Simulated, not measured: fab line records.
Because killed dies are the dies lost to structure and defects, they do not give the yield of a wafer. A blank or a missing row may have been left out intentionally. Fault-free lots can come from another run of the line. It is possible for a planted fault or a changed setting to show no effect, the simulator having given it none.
Matching of chambers + flow n5 finfet + N5_BEOL_M10_CURE_71 on uv cure-03: 3 sister chambers
The step cures SiCOH lowk, time 240 s. 6 wafers are shown with their chamber, then 8 later ones without.

== EACH WAFER AND ITS CHAMBER ==
| wafer  | chamber | wafer_temp_C_max | lamp power pct (%) |
|--------|---------|------------------|--------------------|
| L075.6 | 0       | 386.3            | 52.33              |
| L083.5 | 2       | 387.0            | 52.26              |
| L083.6 | 2       | 386.8            | 52.32              |
| L086.3 | 1       | 388.7            | 52.31              |
| L086.6 | 1       | 388.1            | 52.33              |
| L088.1 | 0       | 386.8            | 52.33              |

== WAFERS MISSING THEIR CHAMBER ==
| wafer  | wafer_temp_C_max | lamp power pct (%) |
|--------|------------------|--------------------|
| L088.2 | 386.1            | 52.24              |
| L088.3 | 385.6            | 52.37              |
| L087.3 | 387.0            | 52.34              |
| L087.4 | 387.6            | 52.24              |
| L087.5 | 388.4            | 52.31              |
| L094.1 | 386.7            | 52.26              |
| L094.2 | 386.7            | 52.31              |
| L094.4 | 387.1            | 52.27              |

== EACH ONE'S CHAMBER ==
| wafer  | from the rows above          | in truth |
|--------|------------------------------|----------|
| L088.2 | can't be placed: 2 or 0      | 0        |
| L088.3 | can't be placed: 0 or 2      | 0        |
| L087.3 | can't be placed: 0 or 2      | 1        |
| L087.4 | can't be placed: 2 or 1 or 0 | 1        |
| L087.5 | 1                            | 1        |
| L094.1 | can't be placed: 2 or 0      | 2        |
| L094.2 | can't be placed: 0 or 2      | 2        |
| L094.4 | can't be placed: 2 or 0      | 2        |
Correctly placed: 1 of 8. These rows do not allow placing 7 (true chamber among the candidates in 6). Placed wrongly: 0.
How it was worked out, from the rows above alone: a wafer's distance from a chamber is the root of the sum, over the readings, of the square of ((its reading less the chamber's mean) divided by the reading's scatter). The wafer belongs to the nearest chamber; if the next one is less than 2 further off, it can't be placed. A chamber's mean is the mean of its shown wafers. How the scatter is found: for the shown wafers, subtract from each reading the mean of its chamber, square and add these, divide the total by (wafers less chambers), then take the root.
